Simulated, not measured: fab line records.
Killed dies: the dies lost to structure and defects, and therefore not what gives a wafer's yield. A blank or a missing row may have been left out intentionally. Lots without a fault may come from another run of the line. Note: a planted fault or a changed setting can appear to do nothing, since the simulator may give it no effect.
Which tool was responsible? | flow n5_finfet | 9 lots, 24 wafers sampled, at 7 steps of a route of 1938

## WHAT THE GAUGES READ, wafer by wafer
N5_BEOL_M0_SAQP_THK_MEAS_05. Usual: thk_nm 59.7 nm, standard deviation 0.76.
lot  | measured     | on            | thk_nm (nm)    | flag
L706 | day 6 01:06  | film_metro-02 | 59.2 60.6 60.5 |
L707 | day 6 04:31  | film_metro-02 | 59.4 60.7 59.9 |
L709 | day 6 20:37  | film_metro-01 | 59.9 59.4 60.0 |
L716 | day 8 17:50  | film_metro-01 | 65.6 60.6      | OFF
L717 | day 8 23:04  | film_metro-02 | 59.7 67.3      | OFF
L718 | day 9 05:51  | film_metro-02 | 58.7 67.1      | OFF
L723 | day 10 06:37 | film_metro-02 | 58.9 59.0 60.4 |
L725 | day 10 18:44 | film_metro-02 | 59.4 60.3 60.7 |
L726 | day 10 23:13 | film_metro-01 | 60.7 59.2 60.2 |

N5_BEOL_M4_RC_MEAS_101. Usual: DIBL_N 36.5 mV/V, standard deviation 1.9; DIBL_P 36.7 mV/V, standard deviation 2.1; IOFF_N 0.17 nA/um, standard deviation 0.035; IOFF_P 0.22 nA/um, standard deviation 0.042; ION_N 676 uA/um, standard deviation 10; ION_P 462 uA/um, standard deviation 8.1; SS_N 71.5 mV/dec, standard deviation 0.72; SS_P 73.4 mV/dec, standard deviation 0.7; VT_N 249 mV, standard deviation 3.1; VT_P -250 mV, standard deviation 3.9.
lot  | measured     | on        | DIBL_N (mV/V)  | DIBL_P (mV/V)  | IOFF_N (nA/um) | IOFF_P (nA/um) | ION_N (uA/um) | ION_P (uA/um) | SS_N (mV/dec)  | SS_P (mV/dec)  | VT_N (mV)   | VT_P (mV)      | flag
L706 | day 8 13:00  | prober-01 | 35.3 35.1 35.1 | 36.5 36.3 36.6 | 0.14 0.14 0.15 | 0.18 0.17 0.18 | 674 673 679   | 456 456 458   | 71.3 72.2 71.7 | 74.1 72.9 73.7 | 251 249 249 | -257 -256 -257 |
L707 | day 8 10:17  | prober-01 | 36.3 37.0 40.5 | 35.7 36.7 41.0 | 0.14 0.15 0.23 | 0.21 0.22 0.31 | 661 686 699   | 463 474 475   | 71.8 72.2 72.5 | 73.8 73.3 74.9 | 254 251 247 | -250 -247 -246 |
L709 | day 10 03:57 | prober-02 | 37.9 39.7 38.8 | 37.8 40.0 38.7 | 0.16 0.20 0.17 | 0.27 0.30 0.26 | 674 681 670   | 467 472 460   | 72.4 72.3 71.8 | 73.1 74.3 73.7 | 247 249 249 | -245 -244 -246 |
L716 | day 11 18:58 | prober-01 | 38.2 40.6      | 37.8 40.3      | 0.21 0.29      | 0.24 0.29      | 696 693       | 466 461       | 72.2 73.2      | 73.7 75.0      | 245 242     | -250 -248      |
L717 | day 11 15:23 | prober-01 | 37.7 37.2      | 38.6 38.5      | 0.19 0.18      | 0.21 0.20      | 680 683       | 453 458       | 72.7 72.0      | 73.8 73.6      | 245 250     | -252 -252      |
L718 | day 11 17:02 | prober-02 | 37.9 36.7      | 37.9 36.0      | 0.18 0.16      | 0.20 0.17      | 678 681       | 456 457       | 70.9 71.9      | 73.9 72.4      | 248 251     | -254 -257      |
L723 | day 13 10:12 | prober-01 | 34.7 34.3 37.2 | 37.2 35.7 39.5 | 0.13 0.13 0.18 | 0.22 0.21 0.26 | 663 666 687   | 463 461 471   | 71.5 70.9 72.2 | 73.4 73.4 73.7 | 254 254 249 | -249 -249 -247 |
L725 | day 14 04:26 | prober-02 | 35.2 36.2 34.5 | 34.6 36.1 34.0 | 0.12 0.15 0.12 | 0.16 0.17 0.15 | 662 679 659   | 454 458 451   | 71.2 71.1 71.2 | 72.1 73.1 72.1 | 253 247 253 | -255 -254 -256 |
L726 | day 14 12:44 | prober-02 | 36.1 35.7 38.8 | 34.6 35.6 38.9 | 0.13 0.14 0.19 | 0.18 0.19 0.25 | 657 662 676   | 454 455 463   | 71.0 71.3 71.8 | 72.7 73.0 73.1 | 252 252 246 | -253 -253 -247 |

## TOOL THAT RAN EACH LOT (tool first, then ch and the chambers of the sampled wafers, then the start)
lot  | N5_MOL_CONTACT_COAG_STRIP_72       | N5_MOL_CONTACT_COAG_CVD_140   | N5_BEOL_M0_SAQP_PECVD_97        | N5_BEOL_M0_SAQP_PECVD_04        | N5_BEOL_M0_SAQP_MANDREL_ETCH_20
L706 | rie_diel-01 ch 0,1,2, day 5 19:04  | cvd_w-01 ch 0,1, day 5 19:25  | pecvd-04 ch 0,1,2, day 6 00:58  | pecvd-04 ch 0,1,2, day 6 01:01  | rie_si-06 ch 0,1,3, day 6 02:05
L707 | rie_diel-02 ch 0,2, day 5 21:55    | cvd_w-02 ch 0, day 5 22:17    | pecvd-01 ch 0,1,2, day 6 04:23  | pecvd-01 ch 0,1,2, day 6 04:25  | rie_si-06 ch 0,1,3, day 6 05:22
L709 | rie_diel-06 ch 0,1,3, day 6 15:44  | cvd_w-01 ch 0,1, day 6 16:06  | pecvd-02 ch 0,1,2, day 6 20:29  | pecvd-02 ch 0,1,2, day 6 20:31  | rie_si-02 ch 0,1, day 6 21:28
L716 | rie_diel-01 ch 1,2, day 8 12:17    | cvd_w-01 ch 0,1, day 8 12:39  | pecvd-02 ch 0,2, day 8 17:43    | pecvd-02 ch 0,2, day 8 17:44    | rie_si-03 ch 1,3, day 8 19:37
L717 | rie_diel-06 ch 0,3, day 8 12:30    | cvd_w-02 ch 1, day 8 12:52    | pecvd-02 ch 0,1, day 8 22:56    | pecvd-02 ch 0,1, day 8 22:58    | rie_si-03 ch 2,3, day 9 00:37
L718 | rie_diel-01 ch 0, day 8 18:13      | cvd_w-01 ch 0,1, day 8 18:35  | pecvd-02 ch 0,2, day 9 05:43    | pecvd-02 ch 0,2, day 9 05:44    | rie_si-03 ch 1, day 9 06:42
L723 | rie_diel-06 ch 1,3, day 10 00:49   | cvd_w-01 ch 0,1, day 10 01:11 | pecvd-01 ch 0,1, day 10 06:25   | pecvd-01 ch 0,1, day 10 06:29   | rie_si-06 ch 1,2,3, day 10 07:29
L725 | rie_diel-02 ch 0,2,3, day 10 11:20 | cvd_w-01 ch 0,1, day 10 11:41 | pecvd-01 ch 0,1,2, day 10 18:36 | pecvd-01 ch 0,1,2, day 10 18:38 | rie_si-03 ch 1,2,3, day 10 19:28
L726 | rie_diel-01 ch 1,3, day 10 16:24   | cvd_w-01 ch 0,1, day 10 16:46 | pecvd-01 ch 0,1, day 10 23:05   | pecvd-01 ch 0,1, day 10 23:07   | rie_si-02 ch 1,3, day 11 00:07
- N5_MOL_CONTACT_COAG_STRIP_72: strips in N2/H2.
- N5_MOL_CONTACT_COAG_CVD_140: deposits W, target thk 66.5 nm, time 215 s.
- N5_BEOL_M0_SAQP_PECVD_97: deposits SiNx from SiH4/NH3/N2, target thk 23 nm, time 19.9 s.
- N5_BEOL_M0_SAQP_PECVD_04: deposits a-Si from SiH4/He, target thk 60 nm, time 60.2 s.
- N5_BEOL_M0_SAQP_MANDREL_ETCH_20: etches a-Si in HBr/Cl2, stops on SiNx, target depth 60 nm, bt time 10 s, time 30 s.

## AS READ BY THE TOOLS THEMSELVES (means over the sampled wafers that have a number; for cases with no such wafer, the mark the record gives instead)
N5_MOL_CONTACT_COAG_STRIP_72. Usual: chamber_pressure_mTorr 20.00 mTorr, standard deviation 0.042; drypump_motor_current_A 5.5 A, standard deviation 0.32; oes_product_au 0.78 a.u., standard deviation 0.078; rf_vpp_V 58.9 V, standard deviation 1.9; showerhead_plenum_p_Torr 2.54 Torr, standard deviation 0.073; throttle_valve_pct 23.75 %, standard deviation 0.29.
lot  | tool        | chamber_pressure_mTorr (mTorr) | drypump_motor_current_A (A) | oes_product_au (a.u.) | rf_vpp_V (V) | showerhead_plenum_p_Torr (Torr) | throttle_valve_pct (%) | flag
L706 | rie_diel-01 | 19.99                          | 5.7                         | 0.89                  | 60.3         | 2.58                            | 23.63                  |
L707 | rie_diel-02 | 19.99                          | 5.6                         | 0.76                  | 60.2         | 2.42                            | 23.85                  |
L709 | rie_diel-06 | 20.04                          | 5.4                         | 0.74                  | 59.2         | 2.52                            | 23.81                  |
L716 | rie_diel-01 | 20.01                          | 5.7                         | 0.86                  | 60.8         | 2.56                            | 23.59                  |
L717 | rie_diel-06 | 20.03                          | 5.6                         | 0.73                  | 58.8         | 2.52                            | 23.89                  |
L718 | rie_diel-01 | 20.00                          | 5.7                         | 0.83                  | 58.8         | 2.57                            | 23.76                  |
L723 | rie_diel-06 | 20.03                          | 5.4                         | 0.89                  | 58.8         | 2.47                            | 23.70                  |
L725 | rie_diel-02 | 19.97                          | 5.5                         | 0.73                  | 59.7         | 2.48                            | 24.01                  |
L726 | rie_diel-01 | 20.02                          | 5.7                         | 0.78                  | 58.9         | 2.53                            | 23.59                  |

N5_MOL_CONTACT_COAG_CVD_140. Usual: heater_power_w 517 W, standard deviation 33.
lot  | tool     | heater_power_w (W) | flag
L706 | cvd_w-01 | 545                |
L707 | cvd_w-02 | 472                |
L709 | cvd_w-01 | 546                |
L716 | cvd_w-01 | 534                |
L717 | cvd_w-02 | 502                |
L718 | cvd_w-01 | 541                |
L723 | cvd_w-01 | 552                |
L725 | cvd_w-01 | 539                |
L726 | cvd_w-01 | 538                |

N5_BEOL_M0_SAQP_PECVD_97. Usual: heater_power_w 525 W, standard deviation 65; showerhead_plenum_p_Torr 5.12 Torr, standard deviation 0.054; throttle_valve_pct 39.4 %, standard deviation 2.4.
lot  | tool     | heater_power_w (W) | showerhead_plenum_p_Torr (Torr) | throttle_valve_pct (%) | flag
L706 | pecvd-04 | 516                | 5.09                            | 38.8                   |
L707 | pecvd-01 | 544                | 5.17                            | 42.2                   |
L709 | pecvd-02 | 532                | 5.11                            | 37.8                   |
L716 | pecvd-02 | 508                | 5.12                            | 37.9                   |
L717 | pecvd-02 | 536                | 5.07                            | 38.5                   |
L718 | pecvd-02 | 556                | 5.12                            | 37.7                   |
L723 | pecvd-01 | 489                | 5.14                            | 42.4                   |
L725 | pecvd-01 | 519                | 5.16                            | 40.6                   |
L726 | pecvd-01 | 563                | 5.16                            | 42.5                   |

N5_BEOL_M0_SAQP_PECVD_04. Usual: heater_power_w 595 W, standard deviation 62; showerhead_plenum_p_Torr 5.65 Torr, standard deviation 0.039; throttle_valve_pct 18.0 %, standard deviation 1.1.
lot  | tool     | heater_power_w (W) | showerhead_plenum_p_Torr (Torr) | throttle_valve_pct (%) | flag
L706 | pecvd-04 | 563                | 5.64                            | 17.9                   |
L707 | pecvd-01 | 616                | 5.68                            | 19.3                   |
L709 | pecvd-02 | 565                | 5.63                            | 17.1                   |
L716 | pecvd-02 | 614                | 5.67                            | 17.2                   |
L717 | pecvd-02 | 592                | 5.63                            | 17.8                   |
L718 | pecvd-02 | 595                | 5.64                            | 17.2                   |
L723 | pecvd-01 | 583                | 5.69                            | 19.4                   |
L725 | pecvd-01 | 606                | 5.68                            | 18.5                   |
L726 | pecvd-01 | 628                | 5.67                            | 19.2                   |

N5_BEOL_M0_SAQP_MANDREL_ETCH_20. Usual: bias_w 74.97 W, standard deviation 0.24; chamber_pressure_mTorr 10.001 mTorr, standard deviation 0.01; drypump_motor_current_A 6.0 A, standard deviation 0.41; oes_product_au 0.772 a.u., standard deviation 0.011; throttle_valve_pct 35.30 %, standard deviation 0.3.
lot  | tool      | bias_w (W) | chamber_pressure_mTorr (mTorr) | drypump_motor_current_A (A) | oes_product_au (a.u.) | throttle_valve_pct (%) | flag
L706 | rie_si-06 | 74.82      | 9.991                          | 6.0                         | 0.775                 | 35.44                  |
L707 | rie_si-06 | 74.87      | 10.000                         | 6.0                         | 0.772                 | 35.43                  |
L709 | rie_si-02 | 75.16      | 10.006                         | 5.8                         | 0.785                 | 35.33                  |
L716 | rie_si-03 | 75.08      | 9.996                          | 6.4                         | 0.796                 | 35.30                  |
L717 | rie_si-03 | 75.05      | 10.002                         | 6.1                         | 0.789                 | 35.51                  |
L718 | rie_si-03 | 74.70      | 10.002                         | 6.5                         | 0.804                 | 34.89                  |
L723 | rie_si-06 | 74.98      | 10.010                         | 5.9                         | 0.770                 | 35.46                  |
L725 | rie_si-03 | 74.85      | 10.002                         | 6.2                         | 0.770                 | 35.35                  |
L726 | rie_si-02 | 75.03      | 10.002                         | 5.7                         | 0.771                 | 35.06                  |

## THE ANSWER, worked out from the rows above alone
Rule: a lot is off if the mean of its wafers that have a number lies more than 3 standard deviations from the usual mean. Also off: a lot with no number at a reading for which 4 or more lots have one. The other lots that the step has rows for count as sound. After the gauges, taken in route order, come the tools' own readings; for these a lot's mean is taken, as printed above. The first step at which some lot is off is used, and at that step the reading that is off furthest; a lot without a number counts as furthest.
Off at N5_BEOL_M0_SAQP_THK_MEAS_05 (thk_nm): L716, L717, L718.
A tool fits if, at a process step before that reading, it ran every lot that is off, and no sound lot after the first of them. The gauges at N5_BEOL_M0_SAQP_THK_MEAS_05 are tried like those tools. One fits: pecvd-02 at N5_BEOL_M0_SAQP_PECVD_97 and N5_BEOL_M0_SAQP_PECVD_04. At N5_BEOL_M0_SAQP_PECVD_97 its last sound lot is L709 (day 6 20:29), its first lot that is off L716 (day 8 17:43): a fault that began between those two fits.

## WHAT HAD BEEN PUT IN BY THE SIMULATOR
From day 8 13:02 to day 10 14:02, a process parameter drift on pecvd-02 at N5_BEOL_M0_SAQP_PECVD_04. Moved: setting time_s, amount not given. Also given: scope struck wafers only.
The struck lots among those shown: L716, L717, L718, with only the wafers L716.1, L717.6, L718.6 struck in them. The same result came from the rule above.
